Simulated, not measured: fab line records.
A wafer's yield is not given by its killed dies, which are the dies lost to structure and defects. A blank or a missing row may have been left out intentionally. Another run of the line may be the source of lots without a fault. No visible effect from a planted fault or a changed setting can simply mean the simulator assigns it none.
Split-lot trial / flow n5_finfet / route with 1938 steps; 7 lots, 39 wafers read

## ON THE SPLIT
At N5_BEOL_M7_TRENCH_ETCH_37 (etches SiCOH lowk in C4F6/O2, target depth 93.478 nm, time 31.2 s), the setting time_s was moved away from the recipe's 31.2 s on 12 of the 39 wafers read, by -43.4% to +45.0%. All remaining wafers had this setting at the recipe value.

## FROM THE SPLIT TO THE READING: what the file shows between them, 11 steps
- N5_BEOL_M7_ETCH_41: etches SiCN in CH3F/O2, target depth 31.9 nm, time 57.8 s
- N5_BEOL_M7_STRIP_80: strips in N2/H2, time 10 s
- N5_BEOL_M7_OCD_MEAS_38
- N5_BEOL_M7_HM_STRIP_39: strips TiN in peroxide tin strip, target depth 25 nm, time 158 s
- N5_BEOL_M7_SRD_40: time 30 s
- N5_BEOL_M7_ECD_50: material Cu, target thk 300 nm
- N5_BEOL_M7_ANNEAL_51: time 90 s
- N5_BEOL_M7_CMP_52: polishes, stops on SiCOH lowk, t overpolish 6.9 s, target thk 80 nm
- N5_BEOL_M7_THK_MEAS_53: measures by xrf
- N5_BEOL_M7_PRE_CLEAN_55: time 15 s
- N5_BEOL_M7_DEP_56: deposits SiCN from 3MS/NH3, target thk 10 nm, time 17.5 s

## THE READING
M7_RS, in ohm/sq, at N5_BEOL_M7_RS_MEAS_57 (measures by four-point-probe). Fault-free wafers of this fab line usually give 0.290 ohm/sq, standard deviation 0.0065 ohm/sq.

wafer=L077.1; tool, chamber at the split=rie_diel-04, 0; time_s as run, s=31.2; against the recipe=recipe; M7_RS, ohm/sq=0.286; against lot-mates on the recipe=-
wafer=L077.2; tool, chamber at the split=rie_diel-04, 2; time_s as run, s=18.82; against the recipe=-39.7%; M7_RS, ohm/sq=0.676; against lot-mates on the recipe=+0.390
wafer=L077.3; tool, chamber at the split=rie_diel-04, 1; time_s as run, s=31.2; against the recipe=recipe; M7_RS, ohm/sq=0.287; against lot-mates on the recipe=-
wafer=L077.4; tool, chamber at the split=rie_diel-04, 3; time_s as run, s=18.82; against the recipe=-39.7%; M7_RS, ohm/sq=0.612; against lot-mates on the recipe=+0.326
wafer=L077.5; tool, chamber at the split=rie_diel-04, 0; time_s as run, s=18.82; against the recipe=-39.7%; M7_RS, ohm/sq=0.634; against lot-mates on the recipe=+0.348
wafer=L077.6; tool, chamber at the split=rie_diel-04, 3; time_s as run, s=31.2; against the recipe=recipe; M7_RS, ohm/sq=0.284; against lot-mates on the recipe=-
wafer=L078.1; tool, chamber at the split=rie_diel-04, 2; time_s as run, s=31.2; against the recipe=recipe; M7_RS, ohm/sq=0.289; against lot-mates on the recipe=-
wafer=L078.2; tool, chamber at the split=rie_diel-04, 1; time_s as run, s=31.2; against the recipe=recipe; M7_RS, ohm/sq=0.285; against lot-mates on the recipe=-
wafer=L078.3; tool, chamber at the split=rie_diel-04, 3; time_s as run, s=31.2; against the recipe=recipe; M7_RS, ohm/sq=0.291; against lot-mates on the recipe=-
wafer=L078.4; tool, chamber at the split=rie_diel-04, 0; time_s as run, s=17.65; against the recipe=-43.4%; M7_RS, ohm/sq=0.685; against lot-mates on the recipe=+0.397
wafer=L078.5; tool, chamber at the split=rie_diel-04, 2; time_s as run, s=17.65; against the recipe=-43.4%; M7_RS, ohm/sq=0.716; against lot-mates on the recipe=+0.428
wafer=L078.6; tool, chamber at the split=rie_diel-04, 3; time_s as run, s=17.65; against the recipe=-43.4%; M7_RS, ohm/sq=0.711; against lot-mates on the recipe=+0.423
wafer=L079.3; tool, chamber at the split=rie_diel-06, 2; time_s as run, s=31.2; against the recipe=recipe; M7_RS, ohm/sq=0.281; against lot-mates on the recipe=-
wafer=L079.4; tool, chamber at the split=rie_diel-06, 3; time_s as run, s=31.2; against the recipe=recipe; M7_RS, ohm/sq=0.293; against lot-mates on the recipe=-
wafer=L079.5; tool, chamber at the split=rie_diel-06, 3; time_s as run, s=31.2; against the recipe=recipe; M7_RS, ohm/sq=0.292; against lot-mates on the recipe=-
wafer=L081.1; tool, chamber at the split=rie_diel-04, 2; time_s as run, s=31.2; against the recipe=recipe; M7_RS, ohm/sq=0.302; against lot-mates on the recipe=-
wafer=L081.2; tool, chamber at the split=rie_diel-04, 0; time_s as run, s=43.77; against the recipe=+40.3%; M7_RS, ohm/sq=0.191; against lot-mates on the recipe=-0.106
wafer=L081.3; tool, chamber at the split=rie_diel-04, 3; time_s as run, s=43.77; against the recipe=+40.3%; M7_RS, ohm/sq=0.181; against lot-mates on the recipe=-0.116
wafer=L081.4; tool, chamber at the split=rie_diel-04, 1; time_s as run, s=43.77; against the recipe=+40.3%; M7_RS, ohm/sq=0.187; against lot-mates on the recipe=-0.110
wafer=L081.5; tool, chamber at the split=rie_diel-04, 3; time_s as run, s=31.2; against the recipe=recipe; M7_RS, ohm/sq=0.291; against lot-mates on the recipe=-
wafer=L081.6; tool, chamber at the split=rie_diel-04, 2; time_s as run, s=31.2; against the recipe=recipe; M7_RS, ohm/sq=0.297; against lot-mates on the recipe=-
wafer=L086.1; tool, chamber at the split=rie_diel-05, 0; time_s as run, s=31.2; against the recipe=recipe; M7_RS, ohm/sq=0.298; against lot-mates on the recipe=-
wafer=L086.2; tool, chamber at the split=rie_diel-05, 1; time_s as run, s=31.2; against the recipe=recipe; M7_RS, ohm/sq=0.291; against lot-mates on the recipe=-
wafer=L086.3; tool, chamber at the split=rie_diel-05, 3; time_s as run, s=45.24; against the recipe=+45.0%; M7_RS, ohm/sq=0.181; against lot-mates on the recipe=-0.112
wafer=L086.4; tool, chamber at the split=rie_diel-05, 2; time_s as run, s=45.24; against the recipe=+45.0%; M7_RS, ohm/sq=0.181; against lot-mates on the recipe=-0.112
wafer=L086.5; tool, chamber at the split=rie_diel-05, 0; time_s as run, s=31.2; against the recipe=recipe; M7_RS, ohm/sq=0.290; against lot-mates on the recipe=-
wafer=L086.6; tool, chamber at the split=rie_diel-05, 1; time_s as run, s=45.24; against the recipe=+45.0%; M7_RS, ohm/sq=0.182; against lot-mates on the recipe=-0.111
wafer=L087.1; tool, chamber at the split=rie_diel-04, 0; time_s as run, s=31.2; against the recipe=recipe; M7_RS, ohm/sq=0.290; against lot-mates on the recipe=-
wafer=L087.2; tool, chamber at the split=rie_diel-04, 2; time_s as run, s=31.2; against the recipe=recipe; M7_RS, ohm/sq=0.294; against lot-mates on the recipe=-
wafer=L087.3; tool, chamber at the split=rie_diel-04, 1; time_s as run, s=31.2; against the recipe=recipe; M7_RS, ohm/sq=0.287; against lot-mates on the recipe=-
wafer=L087.4; tool, chamber at the split=rie_diel-04, 3; time_s as run, s=31.2; against the recipe=recipe; M7_RS, ohm/sq=0.293; against lot-mates on the recipe=-
wafer=L087.5; tool, chamber at the split=rie_diel-04, 1; time_s as run, s=31.2; against the recipe=recipe; M7_RS, ohm/sq=0.282; against lot-mates on the recipe=-
wafer=L087.6; tool, chamber at the split=rie_diel-04, 0; time_s as run, s=31.2; against the recipe=recipe; M7_RS, ohm/sq=0.286; against lot-mates on the recipe=-
wafer=L096.1; tool, chamber at the split=rie_diel-05, 2; time_s as run, s=31.2; against the recipe=recipe; M7_RS, ohm/sq=0.296; against lot-mates on the recipe=-
wafer=L096.2; tool, chamber at the split=rie_diel-05, 1; time_s as run, s=31.2; against the recipe=recipe; M7_RS, ohm/sq=0.297; against lot-mates on the recipe=-
wafer=L096.3; tool, chamber at the split=rie_diel-05, 3; time_s as run, s=31.2; against the recipe=recipe; M7_RS, ohm/sq=0.278; against lot-mates on the recipe=-
wafer=L096.4; tool, chamber at the split=rie_diel-05, 0; time_s as run, s=31.2; against the recipe=recipe; M7_RS, ohm/sq=0.287; against lot-mates on the recipe=-
wafer=L096.5; tool, chamber at the split=rie_diel-05, 3; time_s as run, s=31.2; against the recipe=recipe; M7_RS, ohm/sq=0.291; against lot-mates on the recipe=-
wafer=L096.6; tool, chamber at the split=rie_diel-05, 0; time_s as run, s=31.2; against the recipe=recipe; M7_RS, ohm/sq=0.281; against lot-mates on the recipe=-

FIT RESULTS
A straight line over all 39 wafers: M7_RS changes by -0.00578 ohm/sq for each +1% of time_s; r = -0.90; the points scatter about the line by 0.068 ohm/sq.
The same after taking each lot's own level away (the mean of its wafers on the recipe; 39 wafers): -0.00587 ohm/sq for each +1%; r = -0.90; scatter 0.068 ohm/sq.
According to that fit, moving time_s by its largest amount changes the reading by 0.26 ohm/sq.
From 0.2857 to 0.2967 ohm/sq: that is the span of the lots' own levels, equal to 1.7 times the standard deviation above.
The two slopes are in agreement: the lot-to-lot level therefore moves the slope only a little.
Check: with one of the wafers moved furthest among these (+45.0%) left out of the fit, the line predicts -0.236 ohm/sq for it against its lot-mates. Against them it came out at -0.112 ohm/sq.

## THE WHOLE CHAIN: every reading that the file lists as answering this split, in the file's order
step=N5_BEOL_M7_TRENCH_ETCH_37; what it does=etches SiCOH lowk in C4F6/O2, target depth 93.478 nm, time 31.2 s; reading=BEOL_M7.feature_depth_nm (the simulator's own value, which no gauge read); change (the file's fit)=+0.918 nm for each +1% of the setting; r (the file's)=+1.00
step=N5_BEOL_M7_TRENCH_ETCH_37; what it does=etches SiCOH lowk in C4F6/O2, target depth 93.478 nm, time 31.2 s; reading=etch.depth_nm (the simulator's own value, which no gauge read); change (the file's fit)=+0.918 nm for each +1% of the setting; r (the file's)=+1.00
step=N5_BEOL_M7_TRENCH_ETCH_37; what it does=etches SiCOH lowk in C4F6/O2, target depth 93.478 nm, time 31.2 s; reading=TiN_of_BEOL_M7_HM_DEP_02.thk_nm (the simulator's own value, which no gauge read); change (the file's fit)=-0.0269 nm for each +1% of the setting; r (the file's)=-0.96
step=N5_BEOL_M7_OCD_MEAS_38; what it does=; reading=trench_depth_nm; change (the file's fit)=+0.917 nm for each +1% of the setting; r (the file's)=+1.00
step=N5_BEOL_M7_CMP_52; what it does=polishes, stops on SiCOH lowk, t overpolish 6.9 s, target thk 80 nm; reading=Cu_of_BEOL_M7_ECD_50.thk_nm (the simulator's own value, which no gauge read); change (the file's fit)=+0.94 nm for each +1% of the setting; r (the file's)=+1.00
step=N5_BEOL_M7_THK_MEAS_53; what it does=measures by xrf; reading=M7_THK; change (the file's fit)=+0.945 for each +1% of the setting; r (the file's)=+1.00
step=N5_BEOL_M7_RS_MEAS_57; what it does=measures by four-point-probe; reading=M7_RS; change (the file's fit)=-0.00585 for each +1% of the setting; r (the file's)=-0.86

## THE FILE'S OWN FIT
M7_RS changes by -0.00585 ohm/sq for each +1% of time_s, r = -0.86.
